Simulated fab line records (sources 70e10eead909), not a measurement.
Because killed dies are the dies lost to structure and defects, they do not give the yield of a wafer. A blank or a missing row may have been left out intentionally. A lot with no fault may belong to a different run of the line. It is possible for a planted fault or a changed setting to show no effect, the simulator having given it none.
fab line records	flow nand_harc
record: lots: 13	wafers: 39	last_day: 32
route steps=1302 shown A_CONTACT@1012 END@1302
lots with no fault: from the same line, run without faults
start_h: start of the lot's first displayed wafer, in hours after the record's first day	wait_h: hours from the lot's prior step to this one	" as in the row above	L1.1+2: a single row standing in for several wafers	- no value, or no start given	* or withheld: withheld	< > ~ a bound
route shown NAME@n: names a module that has steps shown in the file, with the first one's number in the route	usual: mean and standard deviation over wafers with no fault	same: alike in all rows	chamber/n: place in a boat	sites: per-site readings	_std_site: the values' standard deviation	_edge_site: the outer-site mean with the inner-site mean subtracted	radius_mm: how far each site lies from the wafer's centre	mask NAME#n: copy n	behind: the most recent tool/chamber to have shaped the wafer	hold: the reason the lot was held/the length of the hold in hours/how it ended	device: which transistor (n, p or np) failed to switch	end of line: the same wafers' tests at the end of the route	a step without rows: its recipe alone	killed: the dies lost at the first sort to structure and to defects; this is not the yield of the wafer	map: dies across one wafer; x = killed, . = not, _ = none there
set.NAME: the setting that was run; set.NAME@STEP: the one run at that earlier step	model.NAME: the simulator's own value behind a step, which no gauge read
a sample of lots followed through the steps of the route, with each step as a table and each wafer as a row
services: the hour from which a tool's chamber was out of use, counted from the record's first day as start_h (under 0 if before that day), plus the number of hours and why
== steps ==
step: NHARC_A_CONTACT_ETCH_118
recipe: source_w: withheld	pressure_mtorr: 20	bias_v: 3000	time_s: 190	target_depth_a: 18500	ar_flow_sccm: withheld	c4f8_flow_sccm: withheld	o2_flow_sccm: withheld	chemistry: C4F8/O2/Ar
usual: chamber_pressure_mTorr: 19.999/0.019	oes_air_line_au: 1.002/0.02
lot.wafer	tool	chamber	start_h	wait_h	chamber_pressure_mTorr	oes_air_line_au	rf_hours_counter_h
L907.1	har_cap_etch-03	0	512.81	0.1	20.010	1.004	47
L907.4	"	1	"	"	19.995	1.009	-
L907.5	"	1	"	"	19.981	0.997	-
L910.1	har_cap_etch-01	1	544.18	0.1	19.978	0.971	4
L910.4	"	0	"	"	19.970	0.982	-
L910.6	"	0	"	"	19.975	1.011	-
L911.2	har_cap_etch-02	0	547.07	0.1	19.996	0.985	94
L911.3	"	0	"	"	20.010	0.955	-
L911.5	"	0	"	"	20.027	1.010	-
L912.2	har_cap_etch-02	1	556.75	0.1	20.017	0.986	96
L912.4	"	0	"	"	20.014	1.000	-
L912.3	"	1	"	"	19.996	1.025	-
L913.3	har_cap_etch-03	0	558.23	0.1	19.991	1.009	-
L913.4	"	1	"	"	19.974	1.010	-
L913.5	"	0	"	"	19.976	0.985	-
L920.2	har_cap_etch-03	0	639.53	0.1	20.031	1.001	70
L920.1	"	1	"	"	19.999	0.989	70
L920.6	"	1	"	"	20.011	0.989	-
L919.1	har_cap_etch-02	0	645.78	0.1	19.993	0.982	111
L919.4	"	0	"	"	19.982	0.978	-
L919.5	"	0	"	"	20.000	0.992	-
L921.1	har_cap_etch-03	1	651.67	0.1	20.014	0.976	72
L921.4	"	0	"	"	20.008	1.021	-
L921.6	"	1	"	"	20.000	0.992	-
L922.2	har_cap_etch-02	1	655.82	0.1	19.995	1.032	113
L922.1	"	0	"	"	19.996	1.006	113
L922.4	"	1	"	"	19.983	1.014	-
L923.2	har_cap_etch-03	1	661.15	0.1	20.016	1.024	75
L923.4	"	0	"	"	20.016	0.997	-
L923.6	"	0	"	"	19.997	1.017	-
L924.2	har_cap_etch-02	0	683.66	0.1	20.002	0.984	118
L924.1	"	1	"	"	20.011	0.968	118
L924.5	"	1	"	"	20.006	0.975	-
L925.1	har_cap_etch-03	0	684.44	0.1	19.993	1.001	80
L925.4	"	0	"	"	19.987	1.002	-
L925.5	"	0	"	"	19.975	1.022	-
L926.2	har_cap_etch-02	1	704.56	0.1	20.008	1.036	123
L926.4	"	0	"	"	20.028	1.020	-
L926.5	"	1	"	"	19.982	0.975	-
step: NHARC_A_CONTACT_ETCH_121
recipe: source_w: withheld	pressure_mtorr: 20	bias_v: 3000	time_s: 190	target_depth_a: 18500	ar_flow_sccm: withheld	c4f8_flow_sccm: withheld	o2_flow_sccm: withheld	chemistry: C4F8/O2/Ar
usual: chamber_pressure_mTorr: 20.000/0.019	oes_air_line_au: 1.001/0.018
lot.wafer	tool	chamber	start_h	wait_h	chamber_pressure_mTorr	oes_air_line_au	rf_hours_counter_h
L907.1	har_cap_etch-03	0	513.32	0.1	19.966	0.992	48
L907.4	"	1	"	"	19.981	1.041	-
L907.5	"	1	"	"	19.989	0.993	-
L910.1	har_cap_etch-01	1	544.70	0.1	20.002	1.013	4
L910.4	"	0	"	"	20.004	0.991	-
L910.6	"	0	"	"	19.995	0.968	-
L911.2	har_cap_etch-02	0	547.59	0.1	-	-	-
L911.3	"	0	"	"	-	-	-
L911.5	"	0	"	"	-	-	-
L912.2	har_cap_etch-02	1	557.26	0.1	-	-	-
L912.4	"	0	"	"	-	-	-
L912.3	"	1	"	"	-	-	-
L913.3	har_cap_etch-03	0	558.75	0.1	-	-	-
L913.4	"	1	"	"	-	-	-
L913.5	"	0	"	"	-	-	-
L920.2	har_cap_etch-03	0	640.04	0.1	20.030	0.997	71
L920.1	"	1	"	"	19.986	0.964	71
L920.6	"	1	"	"	19.983	0.988	-
L919.1	har_cap_etch-02	0	646.29	0.1	20.002	1.001	111
L919.4	"	0	"	"	19.990	1.000	-
L919.5	"	0	"	"	20.017	1.032	-
L921.1	har_cap_etch-03	1	652.18	0.1	19.980	1.015	73
L921.4	"	0	"	"	20.005	0.949	-
L921.6	"	1	"	"	19.981	0.973	-
L922.2	har_cap_etch-02	1	656.33	0.1	19.991	1.003	114
L922.1	"	0	"	"	19.977	0.990	114
L922.4	"	1	"	"	19.982	1.002	-
L923.2	har_cap_etch-03	1	661.67	0.1	19.995	1.016	75
L923.4	"	0	"	"	20.008	1.005	-
L923.6	"	0	"	"	19.975	0.997	-
L924.2	har_cap_etch-02	0	684.18	0.1	20.020	1.005	119
L924.1	"	1	"	"	19.999	1.002	119
L924.5	"	1	"	"	19.984	0.973	-
L925.1	har_cap_etch-03	0	684.95	0.1	19.999	1.002	81
L925.4	"	0	"	"	20.005	0.975	-
L925.5	"	0	"	"	20.004	0.991	-
L926.2	har_cap_etch-02	1	705.07	0.1	20.005	0.969	123
L926.4	"	0	"	"	19.988	0.992	-
L926.5	"	1	"	"	19.976	0.992	-
step: NHARC_A_CONTACT_ETCH_122
recipe: source_w: withheld	pressure_mtorr: 20	bias_v: 3000	time_s: 190	target_depth_a: 18500	ar_flow_sccm: withheld	c4f8_flow_sccm: withheld	o2_flow_sccm: withheld	chemistry: C4F8/O2/Ar
usual: chamber_pressure_mTorr: 20.001/0.019	oes_air_line_au: 1.002/0.021
lot.wafer	tool	chamber	start_h	wait_h	chamber_pressure_mTorr	oes_air_line_au	rf_hours_counter_h
L907.1	har_cap_etch-03	0	513.50	0.1	19.987	1.009	48
L907.4	"	1	"	"	20.036	1.013	-
L907.5	"	1	"	"	20.017	1.001	-
L910.1	har_cap_etch-01	1	544.87	0.1	20.040	1.008	4
L910.4	"	0	"	"	20.006	0.973	-
L910.6	"	0	"	"	20.025	0.966	-
L911.2	har_cap_etch-02	0	547.76	0.1	19.962	1.034	94
L911.3	"	0	"	"	19.997	0.998	-
L911.5	"	0	"	"	20.030	0.996	-
L912.2	har_cap_etch-02	1	557.43	0.1	20.004	0.981	97
L912.4	"	0	"	"	20.006	1.023	-
L912.3	"	1	"	"	20.005	0.995	-
L913.3	har_cap_etch-03	0	558.92	0.1	20.026	0.977	-
L913.4	"	1	"	"	19.963	1.016	-
L913.5	"	0	"	"	19.962	1.016	-
L920.2	har_cap_etch-03	0	640.20	0.1	20.019	1.012	71
L920.1	"	1	"	"	20.021	1.014	71
L920.6	"	1	"	"	19.994	1.058	-
L919.1	har_cap_etch-02	0	646.46	0.1	19.965	1.024	111
L919.4	"	0	"	"	20.002	0.982	-
L919.5	"	0	"	"	20.003	0.998	-
L921.1	har_cap_etch-03	1	652.35	0.1	20.022	1.037	73
L921.4	"	0	"	"	19.966	1.008	-
L921.6	"	1	"	"	19.993	1.019	-
L922.2	har_cap_etch-02	1	656.50	0.1	20.002	1.000	114
L922.1	"	0	"	"	20.004	0.997	114
L922.4	"	1	"	"	19.999	0.969	-
L923.2	har_cap_etch-03	1	661.84	0.1	20.006	1.005	75
L923.4	"	0	"	"	20.033	1.002	-
L923.6	"	0	"	"	20.004	1.010	-
L924.2	har_cap_etch-02	0	684.35	0.1	20.021	0.999	119
L924.1	"	1	"	"	20.016	1.036	119
L924.5	"	1	"	"	20.007	1.014	-
L925.1	har_cap_etch-03	0	685.12	0.1	19.989	1.034	81
L925.4	"	0	"	"	20.018	1.007	-
L925.5	"	0	"	"	19.995	0.959	-
L926.2	har_cap_etch-02	1	705.24	0.1	20.007	1.006	123
L926.4	"	0	"	"	20.002	0.988	-
L926.5	"	1	"	"	20.010	1.004	-
step: NHARC_A_CONTACT_ETCH_123
recipe: source_w: withheld	pressure_mtorr: 20	bias_v: 400	time_s: 490	target_depth_a: 21100	ar_flow_sccm: withheld	c4f8_flow_sccm: 11.5	o2_flow_sccm: 7.2	chemistry: C4F8/O2/Ar
usual: chamber_pressure_mTorr: 20.000/0.017	oes_air_line_au: 0.998/0.022
lot.wafer	tool	chamber	start_h	wait_h	chamber_pressure_mTorr	oes_air_line_au	rf_hours_counter_h
L907.1	har_cap_etch-03	0	513.73	0.2	20.012	0.990	48
L907.4	"	1	"	"	20.005	0.995	-
L907.5	"	1	"	"	20.007	1.019	-
L910.1	har_cap_etch-01	1	545.10	0.2	20.004	0.985	5
L910.4	"	0	"	"	20.026	1.020	-
L910.6	"	0	"	"	20.003	1.005	-
L911.2	har_cap_etch-02	0	547.99	0.2	19.995	1.022	95
L911.3	"	0	"	"	20.025	1.003	-
L911.5	"	0	"	"	19.980	0.991	-
L912.2	har_cap_etch-02	1	557.65	0.2	20.003	0.983	97
L912.4	"	0	"	"	20.027	1.012	-
L912.3	"	1	"	"	19.988	0.980	-
L913.3	har_cap_etch-03	0	559.21	0.3	19.992	1.006	-
L913.4	"	1	"	"	20.004	0.992	-
L913.5	"	0	"	"	20.004	1.006	-
L920.2	har_cap_etch-03	0	640.38	0.1	19.985	0.984	71
L920.1	"	1	"	"	19.977	1.031	71
L920.6	"	1	"	"	19.999	0.958	-
L919.1	har_cap_etch-02	0	646.69	0.2	19.970	0.965	112
L919.4	"	0	"	"	19.963	1.006	-
L919.5	"	0	"	"	19.993	0.987	-
L921.1	har_cap_etch-03	1	652.58	0.2	20.010	0.961	73
L921.4	"	0	"	"	19.985	0.979	-
L921.6	"	1	"	"	20.008	0.973	-
L922.2	har_cap_etch-02	1	656.67	0.1	19.999	1.008	114
L922.1	"	0	"	"	19.998	0.975	114
L922.4	"	1	"	"	19.983	0.980	-
L923.2	har_cap_etch-03	1	662.01	0.1	20.013	0.949	76
L923.4	"	0	"	"	20.032	1.006	-
L923.6	"	0	"	"	20.003	0.961	-
L924.2	har_cap_etch-02	0	684.52	0.1	19.971	0.936	119
L924.1	"	1	"	"	19.984	0.985	119
L924.5	"	1	"	"	19.967	1.004	-
L925.1	har_cap_etch-03	0	685.35	0.2	19.984	1.023	81
L925.4	"	0	"	"	19.995	1.001	-
L925.5	"	0	"	"	20.018	0.997	-
L926.2	har_cap_etch-02	1	705.47	0.2	20.000	1.018	123
L926.4	"	0	"	"	20.012	1.011	-
L926.5	"	1	"	"	20.021	1.032	-
step: NHARC_END_SORT_01
recipe: temp_c: 25
usual: killed_at_array: 56/20	killed_at_other: 1/1.3	killed_at_periphery: 3.5/2.7	killed_dies: 60/20	killed_open: 3.3/1.6	killed_short: 2.4/1.5
same: gross_dies: 677
lot.wafer	tool	chamber	start_h	wait_h	killed_at_array	killed_at_other	killed_at_periphery	killed_dies	killed_open	killed_short
L911.2	prober-01	0	619.67	2.7	671	0	6	677	4	0
L911.3	prober-01	0	620.46	3.0	671	1	5	677	5	3
L911.5	prober-01	0	622.04	3.7	675	0	2	677	3	6
L912.2	prober-02	0	625.98	2.7	672	0	5	677	5	1
L912.3	prober-02	0	626.78	3.1	670	2	5	677	4	4
L912.4	prober-02	0	627.58	3.4	672	1	4	677	4	0
L913.3	prober-01	0	633.56	3.1	676	1	0	677	3	4
L913.4	prober-01	0	634.36	3.4	669	6	2	677	2	3
L913.5	prober-01	0	635.16	3.7	673	1	3	677	4	1
killed by level:class
L911.2 A_CONTACT:area_etch=622 A_SLIT:chamber_film_flake=21 A_CHANNEL_HOLE_D2:chamber_film_flake=12 A_CHANNEL_HOLE_D1:chamber_film_flake=5 P_CONTACT:chamber_film_flake=3 A_CONTACT:chamber_film_flake=3 A_M1:chamber_film_flake=2 P_M0:geometric_particle:open=1
L911.3 A_CONTACT:area_etch=625 A_SLIT:chamber_film_flake=24 A_CHANNEL_HOLE_D2:chamber_film_flake=5 A_CHANNEL_HOLE_D1:chamber_film_flake=4 A_CONTACT:chamber_film_flake=3 A_M1:chamber_film_flake=3 A_DECK1_JOINT:geometric_particle:short=2 P_CONTACT:chamber_film_flake=2
L911.5 A_CONTACT:area_etch=616 A_SLIT:chamber_film_flake=32 A_CONTACT:chamber_film_flake=6 A_CHANNEL_HOLE_D2:chamber_film_flake=5 A_M1:chamber_film_flake=4 A_CHANNEL_HOLE_D1:chamber_film_flake=3 A_SOURCE_PLATE:geometric_particle:short=2 P_M1:geometric_particle:short=1
L912.2 A_CONTACT:area_etch=615 A_CHANNEL_HOLE_D1:chamber_film_flake=30 A_CONTACT:chamber_film_flake=10 A_CHANNEL_HOLE_D2:chamber_film_flake=7 A_CHANNEL_FILL_D2:geometric_particle:open=2 P_CONTACT:chamber_film_flake=2 P_STI:geometric_particle:open=1 P_GATE:geometric_particle:short=1
L912.3 A_CONTACT:area_etch=627 A_CHANNEL_HOLE_D1:chamber_film_flake=15 A_CHANNEL_HOLE_D2:chamber_film_flake=10 A_CONTACT:chamber_film_flake=7 A_STAIRCASE:chamber_film_flake=2 A_WL_FILL:chamber_film_flake=2 THIN_TSV:chamber_film_flake=2 P_CONTACT:geometric_particle:open=1
L912.4 A_CONTACT:area_etch=615 A_CHANNEL_HOLE_D1:chamber_film_flake=28 A_CONTACT:chamber_film_flake=11 A_CHANNEL_HOLE_D2:chamber_film_flake=10 A_WL_FILL:chamber_film_flake=3 P_STI:chamber_film_flake=2 P_CONTACT:chamber_film_flake=2 A_DECK1_JOINT:geometric_particle:open=1
L913.3 A_CONTACT:area_etch=608 A_CHANNEL_HOLE_D2:chamber_film_flake=32 A_SLIT:chamber_film_flake=24 A_CONTACT:chamber_film_flake=2 A_SOURCE_PLATE:geometric_particle:open=1 A_CHANNEL_FILL_D1:geometric_particle:short=1 A_ONON_D2:geometric_particle:short=1 A_CHANNEL_HOLE_D2:geometric_particle:short=1
L913.4 A_CONTACT:area_etch=610 A_SLIT:chamber_film_flake=29 A_CHANNEL_HOLE_D2:chamber_film_flake=18 THIN_TSV:chamber_film_flake=5 A_CHANNEL_HOLE_D1:chamber_film_flake=4 A_CHANNEL_FILL_D2:chamber_film_flake=3 A_CHANNEL_FILL_D2:geometric_particle:short=2 P_GATE:geometric_particle:open=1
L913.5 A_CONTACT:area_etch=625 A_SLIT:chamber_film_flake=23 A_CHANNEL_HOLE_D2:chamber_film_flake=13 A_CHANNEL_HOLE_D1:chamber_film_flake=6 P_STI:geometric_particle:short=1 P_CONTACT:geometric_particle:open=1 A_CONTACT:geometric_particle:open=1 A_BLC:geometric_particle:open=1
== services ==
tool	chamber	start_h	hours	kind
har_cap_etch-01	-	497.00	17.0	pm
har_cap_etch-01	0	497.00	17.0	vent_cycle
har_cap_etch-01	1	497.00	17.0	vent_cycle
har_cap_etch-01	0	514.00	-	clean
har_cap_etch-01	1	514.00	-	clean
har_cap_etch-03	-	514.70	3.3	repair
== key ==
first_sign: step: NHARC_A_CONTACT_ETCH_121	reading: tool_record	direction: missing
effect: step: NHARC_END_SORT_01	reading: killed_at_array	direction: up	sigmas: 31	usual: 56	struck: 672
more_kills_born_at: NHARC_A_CONTACT_ETCH_121@har_cap_etch-02: 3720	NHARC_A_CONTACT_ETCH_121@har_cap_etch-03: 1843
met_at NHARC_A_CONTACT_ETCH_121
struck_lots L911,L912,L913
later_rows_left_out L911.2,L911.3,L911.5,L912.2,L912.3,L912.4,L913.3,L913.4,L913.5
tester_left_out L911,L912,L913
not_acting_at NHARC_A_CONTACT_ETCH_118,NHARC_A_CONTACT_ETCH_122,NHARC_A_CONTACT_ETCH_123
onset_between 513.32 547.59
fault: kind: skipped_step_whole	tool: har_cap_etch-02,har_cap_etch-03	chamber: -	onset_h: 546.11	steps: NHARC_A_CONTACT_ETCH_121	scope: struck_lots_only
tester_left_out: of these lots the tester's yield and bins aren't shown, on N5 and GAA mostly nor the transistor test; their killed dies are dies lost to structure and defects alone, not to doping, threshold or leakage, so they don't give the yield
later_rows_left_out: the simulator's readings of these wafers behind a module that went badly wrong aren't trusted and aren't shown, but for the sort
